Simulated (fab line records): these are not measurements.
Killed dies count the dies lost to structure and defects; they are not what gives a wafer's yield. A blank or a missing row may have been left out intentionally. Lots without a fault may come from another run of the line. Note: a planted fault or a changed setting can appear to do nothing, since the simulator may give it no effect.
Chamber matching	flow nandHarc	4 sister chambers for NHARC_A_CHANNEL_FILL_D1_ALD_25 on aldHk-01
The step deposits SiOx, target thk 60 nm, pulse time 10 s, ald cycles 600. 18 wafers are shown with their chamber, then 9 later ones without.

== WAFERS WITH THEIR CHAMBER ==
wafer	chamber	heaterPowerW (W)	heaterPowerOuterW (W)	precursorPulseHeightRel
L076.3	2	479	274	1.019
L076.1	3	448	249	0.996
L076.6	0	446	228	1.012
L078.2	1	588	317	0.987
L078.4	3	450	242	0.983
L078.6	2	478	266	0.970
L083.3	2	473	271	0.980
L083.4	3	449	242	1.016
L083.5	3	449	241	0.982
L085.1	1	595	308	1.024
L085.6	3	452	248	1.025
L085.5	0	444	233	0.974
L086.1	0	453	230	0.997
L086.2	1	583	310	1.025
L086.4	2	480	264	0.993
L088.1	0	444	236	1.012
L088.4	3	448	242	0.989
L088.5	0	434	234	0.984

SIGNATURES, as means of the wafers listed above
reading	chamber 0	chamber 1	chamber 2	chamber 3	scatter within a chamber
heaterPowerW	444.20	588.67	477.50	449.33	4.61
heaterPowerOuterW	232.20	311.67	268.75	244.00	3.87
precursorPulseHeightRel	0.99580	1.01200	0.99050	0.99850	0.019
Rule: for a wafer and a chamber, the distance is found by dividing, reading by reading, the gap between the wafer's reading and the chamber's mean by the reading's scatter, squaring, summing and taking the root. The wafer belongs to the nearest chamber; if the next one is less than 2 further off, it can't be placed. The scatter: the root of (the sum of the squares of (reading less its chamber's mean) over the shown wafers, divided by (wafers less chambers)).

== WAFERS WHOSE CHAMBER IS MISSING ==
wafer	heaterPowerW (W)	heaterPowerOuterW (W)	precursorPulseHeightRel
L091.1	458	231	1.001
L091.3	493	268	0.994
L091.6	448	233	1.035
L093.2	457	239	1.005
L093.3	579	322	0.972
L093.6	459	241	0.980
L097.1	447	231	1.027
L097.4	455	244	1.000
L097.6	576	319	0.971

== WHICH CHAMBER EACH ONE RAN IN ==
wafer	from the rows above	in truth
L091.1	can't be placed: 0 or 3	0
L091.3	2	2
L091.6	can't be placed: 0 or 3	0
L093.2	can't be placed: 3 or 0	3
L093.3	1	1
L093.6	can't be placed: 3 or 0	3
L097.1	can't be placed: 0 or 3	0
L097.4	3	3
L097.6	1	1
4 of 9 placed correctly. Can't be placed from these rows: 5 (the true chamber is among the candidates in 5). Wrongly placed: 0.
